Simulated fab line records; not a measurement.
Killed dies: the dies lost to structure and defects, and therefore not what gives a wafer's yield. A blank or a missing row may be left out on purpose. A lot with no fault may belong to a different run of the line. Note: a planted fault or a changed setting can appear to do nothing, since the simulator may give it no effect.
Matching of chambers    flow n5-finfet    4 sister chambers for N5_BEOL_M14_ETCH_59 on rie-diel-04
The step etches BARC in N2/H2, target depth 89 nm, overetch 26.7 nm, time 67.9 s. 4 wafers are shown with their chamber, then 8 later ones without.

## WAFERS, EACH WITH ITS CHAMBER
wafer   chamber  drypump-motor-current-A (A)
L076.4  2        5.5
L078.5  0        6.4
L081.1  3        6.5
L087.2  1        5.3

## WAFERS WITHOUT THEIR CHAMBER
wafer   drypump-motor-current-A (A)
L087.3  6.5
L087.5  6.5
L096.1  5.4
L096.2  6.5
L096.3  5.3
L094.1  6.4
L094.4  6.5
L094.5  5.4

## WHICH CHAMBER EACH ONE RAN IN
wafer   from the rows above      in truth
L087.3  3                        3
L087.5  3                        3
L096.1  can't be placed: 2 or 1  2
L096.2  3                        3
L096.3  1                        1
L094.1  0                        0
L094.4  3                        3
L094.5  can't be placed: 2 or 1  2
Placed correctly: 6 of 8. From these rows, 2 cannot be placed; in 2 the true chamber is one of the candidates. Wrongly placed: 0.
How it was worked out, from the rows above alone: a wafer's distance from a chamber is the root of the sum, over the readings, of the square of ((its reading less the chamber's mean) divided by the reading's scatter). If the next closest chamber is less than 2 further off than the closest, the wafer can't be placed; otherwise it belongs to the closest. Each chamber's mean is taken over the wafers shown for it. The scatter (one wafer shown for each chamber): square how far every hidden wafer sits from the nearest shown wafer, average those squares and take the square root.
